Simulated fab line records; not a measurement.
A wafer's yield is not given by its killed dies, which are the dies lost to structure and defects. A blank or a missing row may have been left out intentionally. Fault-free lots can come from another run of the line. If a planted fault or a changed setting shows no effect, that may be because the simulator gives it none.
fab line records | flow n5_finfet | part 1 of 2: steps 1 to 3 of 6
[record] lots = 23 wafers = 69 last_day = 18
route steps=1938 shown FIN_CUT@167 STI_FIN_REVEAL@191 DUMMY_GATE@232
lots with no fault: from the same line, run without faults
start_h: hours from the record's first day to the start of the lot's first wafer shown | wait_h: time in hours since the lot's previous step | " same as the row above | L1.1+2: one row covering several wafers at once | - value missing, or start not given | * or withheld: withheld | < > ~ a bound
route shown NAME@n: NAME is a module with steps in the file, n the number in the route of the first one | usual: mean/standard deviation of fault-free wafers | same: alike in all rows | chamber/n: place in a boat | sites: the reading at each site | _std_site: standard deviation across them | _edge_site: inner sites' mean taken away from outer sites' mean | radius_mm: how far each site lies from the wafer's centre | mask NAME#n: copy n | behind: the tool/chamber that last shaped the wafer | hold: reason for holding the lot/hours on hold/outcome of the hold | device: whichever transistor did not switch (one of n, p or np) | end of line: tests run on the same wafers once the route is complete | a step with no rows: only its recipe | killed: not the wafer's yield, but the dies lost to structure and defects at the first sort | map: the dies of a wafer, with x for killed, . for not killed, _ for no die there
set.NAME: the setting that was run; set.NAME@STEP: the one run at that earlier step | model.NAME: the simulator's own value behind a step, which no gauge read
steps of the route over a sample of lots; a table a step, a row a wafer
services: the hour from which a tool's chamber was out of use, counted from the record's first day as start_h (under 0 if before that day), plus the number of hours and why
[[steps]]
[step N5_FIN_CUT_ETCH_30]
[recipe] chemistry = N2/H2 target = underlayer target_depth_a = 130 mask_material = CAR-EUV time_s = 10.4 ion_energy_ev = 200 pressure_mtorr = 30 source_w = 840 bias_w = 150 n2_flow_sccm = 200 h2_flow_sccm = 200 ends = cleared
[usual] drypump_motor_current_A = 5.9/0.58 etch_rf_on_time_s = 10.5/0.33 oes_product_au = 0.64/0.049 rf_vpp_V = 524.7/2.1 showerhead_plenum_p_Torr = 2.57/0.077 throttle_valve_pct = 17.91/0.23
// columns lot.wafer tool chamber start_h wait_h drypump_motor_current_A etch_rf_on_time_s oes_product_au rf_hours_counter_h rf_vpp_V showerhead_plenum_p_Torr throttle_valve_pct
L074.1 rie_diel-05 0 27.00 0.0 6.6 10.6 0.68 106 523.0 2.47 17.57
L074.3 " 3 " " 5.8 10.7 0.63 127 526.5 2.66 18.09
L074.4 " 2 " " 6.6 10.6 0.67 107 524.5 2.55 17.76
L075.1 rie_diel-05 1 34.67 0.0 5.3 10.5 0.62 197 526.4 2.62 17.86
L075.4 " 2 " " 6.6 10.6 0.68 108 524.6 2.55 17.75
L075.6 " 2 " " 6.6 10.7 0.67 - 525.4 2.55 17.75
L076.4 rie_diel-03 2 38.49 0.0 6.0 10.8 0.60 221 526.9 2.63 18.29
L076.5 " 3 " " 4.9 10.3 0.67 - 526.7 2.66 17.85
L076.6 " 2 " " 6.0 10.9 0.59 - 526.5 2.63 18.30
L077.3 rie_diel-05 0 44.64 0.0 6.6 10.6 0.68 111 522.9 2.47 17.57
L077.5 " 2 " " 6.6 10.7 0.67 - 524.8 2.55 17.77
L077.6 " 1 " " 5.3 10.6 0.61 - 524.0 2.62 17.85
L078.1 rie_diel-05 3 51.34 0.0 5.9 10.6 0.63 134 524.6 2.66 18.08
L078.2 " 2 " " 6.6 10.7 0.67 114 524.9 2.55 17.78
L078.3 " 1 " " 5.3 10.6 0.61 204 526.9 2.62 17.86
L079.2 rie_diel-05 3 57.42 0.0 5.9 10.7 0.62 137 527.7 2.66 18.09
L079.4 " 1 " " 5.3 10.6 0.61 206 526.5 2.62 17.88
L079.5 " 2 " " 6.6 10.6 0.67 - 525.8 2.55 17.75
L080.1 rie_diel-05 2 64.45 0.0 6.6 10.6 0.67 120 523.6 2.54 17.77
L080.4 " 3 " " 5.8 10.7 0.62 139 526.7 2.66 18.08
L080.5 " 0 " " 6.6 10.6 0.67 - 522.4 2.47 17.62
L081.1 rie_diel-05 1 68.64 0.0 5.3 10.5 0.62 210 526.5 2.62 17.90
L081.2 " 3 " " 5.9 10.6 0.63 140 526.7 2.66 18.09
L081.6 " 0 " " 6.6 10.7 0.66 - 522.2 2.46 17.62
L082.1 rie_diel-03 3 74.63 0.0 4.8 10.4 0.66 136 526.1 2.66 17.88
L082.3 " 2 " " 6.0 10.8 0.59 231 525.6 2.62 18.30
L082.4 " 0 " " 6.0 10.4 0.59 233 522.3 2.52 18.38
L083.3 rie_diel-02 0 81.19 0.0 5.2 10.9 0.62 199 525.6 2.61 17.64
L083.5 " 3 " " 6.3 10.7 0.60 - 527.5 2.66 17.94
L083.6 " 2 " " 5.9 10.9 0.61 - 521.9 2.40 17.64
L084.1 rie_diel-03 3 88.59 0.0 4.8 10.4 0.66 141 526.6 2.66 17.90
L084.2 " 2 " " 6.0 10.8 0.59 236 526.3 2.62 18.31
L084.5 " 1 " " 5.3 9.5 0.68 - 523.6 2.52 18.02
L085.2 rie_diel-05 1 93.69 0.0 5.3 10.7 0.60 218 525.6 2.61 17.89
L085.4 " 0 " " 6.6 10.7 0.66 127 522.3 2.46 17.61
L085.6 " 1 " " 5.3 10.6 0.60 - 526.0 2.61 17.89
L086.3 rie_diel-02 0 99.10 0.0 5.2 10.8 0.61 204 526.6 2.61 17.68
L086.4 " 2 " " 5.9 10.7 0.61 215 519.9 2.40 17.66
L086.6 " 0 " " 5.2 10.7 0.62 - 526.5 2.61 17.67
L087.2 rie_diel-05 2 107.30 0.0 6.7 10.5 0.66 132 524.5 2.54 17.80
L087.4 " 0 " " 6.6 10.6 0.66 131 521.6 2.46 17.62
L087.6 " 0 " " 6.6 10.7 0.65 - 522.0 2.46 17.62
L088.2 rie_diel-03 2 111.85 0.0 6.0 10.8 0.58 244 526.6 2.62 18.32
L088.4 " 1 " " 5.3 9.6 0.67 153 522.3 2.52 18.03
L088.6 " 0 " " 5.9 10.5 0.58 - 523.9 2.51 18.39
L089.1 rie_diel-05 2 117.28 0.0 6.6 10.6 0.66 136 526.8 2.54 17.80
L089.3 " 1 " " 5.3 10.5 0.60 226 526.3 2.61 17.89
L089.6 " 3 " " 5.9 10.6 0.62 - 526.4 2.65 18.12
L090.2 rie_diel-03 2 122.60 0.0 6.0 10.9 0.57 246 526.4 2.62 18.32
L090.3 " 3 " " 4.9 10.5 0.64 151 528.6 2.65 17.91
L090.5 " 3 " " 4.8 10.5 0.65 - 527.8 2.65 17.90
L091.3 rie_diel-03 2 128.89 0.0 6.0 10.9 0.57 248 526.0 2.62 18.32
L091.4 " 1 " " 5.3 9.4 0.68 157 524.6 2.52 18.05
L091.6 " 0 " " 5.9 10.6 0.58 - 522.5 2.51 18.40
L092.2 rie_diel-05 2 135.96 0.0 6.6 10.6 0.65 142 522.9 2.54 17.81
L092.3 " 0 " " 6.6 10.7 0.65 139 520.0 2.46 17.63
L092.5 " 1 " " 5.3 10.6 0.59 - 525.3 2.61 17.94
L093.2 rie_diel-02 3 142.62 0.0 6.3 10.6 0.59 217 525.8 2.65 17.98
L093.5 " 1 " " 6.3 10.5 0.71 - 524.7 2.61 17.63
L093.6 " 2 " " 5.9 10.7 0.60 - 519.0 2.39 17.67
L094.2 rie_diel-02 1 148.33 0.0 6.3 10.4 0.70 53 525.6 2.61 17.63
L094.4 " 3 " " 6.2 10.5 0.59 218 525.5 2.65 17.96
L094.5 " 2 " " 5.9 10.7 0.60 - 521.1 2.39 17.68
L096.3 rie_diel-05 1 160.54 0.0 5.3 10.6 0.59 240 526.3 2.60 17.94
L096.5 " 3 " " 5.8 10.8 0.60 - 527.1 2.65 18.15
L096.6 " 2 " " 6.6 10.7 0.64 - 525.0 2.53 17.83
L097.1 rie_diel-03 1 164.78 0.0 5.3 9.5 0.66 172 523.2 2.51 18.06
L097.3 " 3 " " 4.8 10.4 0.63 169 526.2 2.65 17.93
L097.4 " 3 " " 4.9 10.5 0.63 - 527.4 2.65 17.92
[step N5_FIN_CUT_STRIP_24]
[recipe] chemistry = CF4 resist = SiARC power_w = 300 bias_power_w = 75 pressure_mtorr = 50 cf4_flow_sccm = 150 rf_frequency_hz = 6e+07
[usual] drypump_motor_current_A = 5.8/0.58 oes_product_au = 0.74/0.052 rf_vpp_V = 271.5/1.4 showerhead_plenum_p_Torr = 1.80/0.049 throttle_valve_pct = 13.61/0.25
// columns lot.wafer tool chamber start_h wait_h drypump_motor_current_A oes_product_au rf_hours_counter_h rf_vpp_V showerhead_plenum_p_Torr throttle_valve_pct
L074.1 rie_diel-05 0 27.38 0.0 6.6 0.79 106 271.0 1.73 13.18
L074.3 " 3 " " 5.8 0.74 127 273.0 1.85 13.67
L074.4 " 2 " " 6.6 0.80 107 271.3 1.80 13.40
L075.1 rie_diel-05 1 35.05 0.0 5.3 0.72 198 271.0 1.84 13.70
L075.4 " 2 " " 6.6 0.79 109 272.3 1.80 13.42
L075.6 " 2 " " 6.6 0.79 - 270.3 1.80 13.42
L076.4 rie_diel-03 2 38.87 0.0 6.0 0.71 221 272.7 1.84 13.89
L076.5 " 3 " " 4.8 0.75 - 272.1 1.85 13.43
L076.6 " 2 " " 5.9 0.70 - 271.7 1.84 13.90
L077.3 rie_diel-05 0 45.02 0.0 6.6 0.79 111 269.0 1.73 13.18
L077.5 " 2 " " 6.6 0.79 - 271.3 1.80 13.42
L077.6 " 1 " " 5.3 0.72 - 272.2 1.84 13.71
L078.1 rie_diel-05 3 51.72 0.0 5.8 0.73 135 273.2 1.85 13.69
L078.2 " 2 " " 6.6 0.79 115 270.8 1.80 13.42
L078.3 " 1 " " 5.3 0.71 204 272.4 1.84 13.70
L079.2 rie_diel-05 3 57.81 0.0 5.8 0.74 137 272.1 1.85 13.70
L079.4 " 1 " " 5.3 0.71 206 272.0 1.84 13.71
L079.5 " 2 " " 6.6 0.79 - 270.7 1.80 13.43
L080.1 rie_diel-05 2 64.83 0.0 6.6 0.78 120 271.3 1.79 13.42
L080.4 " 3 " " 5.8 0.74 139 272.8 1.85 13.72
L080.5 " 0 " " 6.6 0.78 - 270.1 1.73 13.19
L081.1 rie_diel-05 1 69.03 0.0 5.3 0.71 211 272.5 1.83 13.72
L081.2 " 3 " " 5.9 0.74 141 272.5 1.85 13.72
L081.6 " 0 " " 6.6 0.78 - 269.7 1.73 13.21
L082.1 rie_diel-03 3 75.01 0.0 4.8 0.76 136 273.6 1.85 13.46
L082.3 " 2 " " 6.0 0.70 232 271.7 1.84 13.92
L082.4 " 0 " " 5.9 0.68 233 269.6 1.76 14.05
L083.3 rie_diel-02 0 81.57 0.0 5.2 0.72 199 273.3 1.85 13.70
L083.5 " 3 " " 6.2 0.70 - 272.1 1.86 13.60
L083.6 " 2 " " 5.9 0.72 - 269.5 1.70 13.50
L084.1 rie_diel-03 3 88.97 0.0 4.8 0.75 141 272.0 1.84 13.47
L084.2 " 2 " " 6.0 0.70 236 272.6 1.84 13.94
L084.5 " 1 " " 5.4 0.75 - 271.1 1.81 13.91
L085.2 rie_diel-05 1 94.07 0.0 5.3 0.71 219 270.9 1.83 13.75
L085.4 " 0 " " 6.6 0.77 127 268.8 1.72 13.24
L085.6 " 1 " " 5.3 0.71 - 271.5 1.83 13.75
L086.3 rie_diel-02 0 99.49 0.0 5.2 0.72 204 271.6 1.85 13.70
L086.4 " 2 " " 5.9 0.72 215 269.8 1.70 13.51
L086.6 " 0 " " 5.2 0.73 - 273.6 1.85 13.71
L087.2 rie_diel-05 2 107.68 0.0 6.6 0.77 133 269.8 1.79 13.47
L087.4 " 0 " " 6.6 0.77 131 269.7 1.72 13.22
L087.6 " 0 " " 6.6 0.77 - 271.1 1.72 13.24
L088.2 rie_diel-03 2 112.24 0.0 6.0 0.69 244 271.9 1.83 13.96
L088.4 " 1 " " 5.4 0.74 153 270.3 1.81 13.91
L088.6 " 0 " " 5.9 0.68 - 270.7 1.75 14.06
L089.1 rie_diel-05 2 117.67 0.0 6.6 0.77 136 270.3 1.79 13.47
L089.3 " 1 " " 5.3 0.70 226 271.5 1.83 13.76
L089.6 " 3 " " 5.9 0.72 - 271.2 1.85 13.76
L090.2 rie_diel-03 2 122.98 0.0 6.0 0.69 246 272.0 1.83 13.96
L090.3 " 3 " " 4.8 0.75 151 273.6 1.84 13.49
L090.5 " 3 " " 4.8 0.75 - 271.2 1.84 13.50
L091.3 rie_diel-03 2 129.27 0.0 6.0 0.68 248 271.0 1.83 13.97
L091.4 " 1 " " 5.3 0.73 157 270.0 1.80 13.92
L091.6 " 0 " " 5.9 0.68 - 270.7 1.75 14.08
L092.2 rie_diel-05 2 136.34 0.0 6.6 0.75 142 270.1 1.79 13.49
L092.3 " 0 " " 6.6 0.76 140 270.5 1.72 13.26
L092.5 " 1 " " 5.3 0.70 - 271.3 1.83 13.77
L093.2 rie_diel-02 3 143.01 0.0 6.2 0.68 217 272.1 1.85 13.65
L093.5 " 1 " " 6.3 0.82 - 271.5 1.84 13.22
L093.6 " 2 " " 5.9 0.71 - 268.4 1.69 13.53
L094.2 rie_diel-02 1 148.71 0.0 6.3 0.82 53 271.7 1.84 13.22
L094.4 " 3 " " 6.2 0.69 219 272.7 1.85 13.65
L094.5 " 2 " " 5.9 0.71 - 268.5 1.69 13.54
L096.3 rie_diel-05 1 160.92 0.0 5.3 0.69 241 271.9 1.83 13.78
L096.5 " 3 " " 5.8 0.71 - 272.2 1.84 13.77
L096.6 " 2 " " 6.6 0.76 - 271.7 1.79 13.50
L097.1 rie_diel-03 1 165.16 0.0 5.3 0.73 173 271.6 1.80 13.96
L097.3 " 3 " " 4.8 0.74 169 272.2 1.84 13.54
L097.4 " 3 " " 4.8 0.73 - 272.0 1.84 13.53
[step N5_FIN_CUT_INSPECT_17]
[recipe] inspect_instrument = brightfield mode = aei
[usual] raw_defect_count = 221/61
// columns lot.wafer tool chamber start_h wait_h raw_defect_count
L074.1 defect_inspect-02 - 27.88 0.0 168
L074.3 " - " " 200
L074.4 " - " " 110
L075.1 defect_inspect-02 - 35.81 0.0 192
L075.4 " - " " 200
L075.6 " - " " 179
L076.4 defect_inspect-02 - 39.40 0.0 186
L076.5 " - " " 141
L076.6 " - " " 193
L077.3 defect_inspect-01 - 45.52 0.0 175
L077.5 " - " " 177
L077.6 " - " " 277
L078.1 defect_inspect-01 - 52.22 0.0 215
L078.2 " - " " 189
L078.3 " - " " 233
L079.2 defect_inspect-01 - 58.41 0.0 257
L079.4 " - " " 211
L079.5 " - " " 302
L080.1 defect_inspect-01 - 65.47 0.0 248
L080.4 " - " " 220
L080.5 " - " " 250
L081.1 defect_inspect-02 - 69.52 0.0 260
L081.2 " - " " 205
L081.6 " - " " 192
L082.1 defect_inspect-02 - 75.53 0.0 177
L082.3 " - " " 188
L082.4 " - " " 179
L083.3 defect_inspect-01 - 82.07 0.0 305
L083.5 " - " " 170
L083.6 " - " " 170
L084.1 defect_inspect-02 - 90.70 0.0 225
L084.2 " - " " 266
L084.5 " - " " 175
L085.2 defect_inspect-02 - 94.70 0.2 194
L085.4 " - " " 225
L085.6 " - " " 302
L086.3 defect_inspect-02 - 100.82 0.0 205
L086.4 " - " " 184
L086.6 " - " " 201
L087.2 defect_inspect-01 - 108.28 0.0 179
L087.4 " - " " 174
L087.6 " - " " 160
L088.2 defect_inspect-01 - 112.80 0.0 213
L088.4 " - " " 231
L088.6 " - " " 167
L089.1 defect_inspect-01 - 118.16 0.0 373
L089.3 " - " " 314
L089.6 " - " " 252
L090.2 defect_inspect-02 - 123.48 0.0 209
L090.3 " - " " 168
L090.5 " - " " 172
L091.3 defect_inspect-02 - 129.79 0.0 246
L091.4 " - " " 224
L091.6 " - " " 224
L092.2 defect_inspect-01 - 136.83 0.0 101
L092.3 " - " " 196
L092.5 " - " " 170
L093.2 defect_inspect-01 - 143.50 0.0 245
L093.5 " - " " 254
L093.6 " - " " 205
L094.2 defect_inspect-02 - 149.21 0.0 174
L094.4 " - " " 177
L094.5 " - " " 238
L096.3 defect_inspect-02 - 161.42 0.0 169
L096.5 " - " " 209
L096.6 " - " " 222
L097.1 defect_inspect-01 - 165.73 0.0 222
L097.3 " - " " 250
L097.4 " - " " 238
